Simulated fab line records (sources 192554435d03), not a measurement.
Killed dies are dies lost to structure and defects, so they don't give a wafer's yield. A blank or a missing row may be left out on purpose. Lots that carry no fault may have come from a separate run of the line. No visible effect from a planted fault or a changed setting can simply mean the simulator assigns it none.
Chamber matching | flow n5_finfet | N5_FIN_SAQP_STRIP_77 on rie_diel-03: 4 sister chambers
The step strips in N2/H2, time 90 s. 4 wafers are shown with their chamber, then 8 later ones without.

WAFERS WITH THEIR CHAMBER
wafer  | chamber | drypump_motor_current_A (A)
L086.1 | 0       | 5.4
L089.1 | 1       | 6.6
L089.4 | 3       | 5.5
L092.2 | 2       | 6.0

WAFERS WHOSE CHAMBER IS MISSING
wafer  | drypump_motor_current_A (A)
L092.4 | 6.6
L092.6 | 6.6
L093.1 | 5.9
L093.4 | 5.3
L093.6 | 5.9
L097.1 | 6.6
L097.2 | 6.0
L097.3 | 5.4

EACH ONE'S CHAMBER
wafer  | from the rows above     | in truth
L092.4 | 1                       | 1
L092.6 | 1                       | 1
L093.1 | 2                       | 2
L093.4 | can't be placed: 0 or 3 | 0
L093.6 | 2                       | 2
L097.1 | 1                       | 1
L097.2 | 2                       | 2
L097.3 | can't be placed: 0 or 3 | 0
Correctly placed: 6 of 8. Not placeable from these rows: 2 (in 2, the candidates include the true chamber). 0 placed wrongly.
How it was worked out, from the rows above alone: a wafer's distance from a chamber is the root of the sum, over the readings, of the square of ((its reading less the chamber's mean) divided by the reading's scatter). The wafer belongs to the nearest chamber; if the next one is less than 2 further off, it can't be placed. The mean given for a chamber averages the wafers shown for that chamber. The scatter (one wafer shown for each chamber): square how far every hidden wafer sits from the nearest shown wafer, average those squares and take the square root.
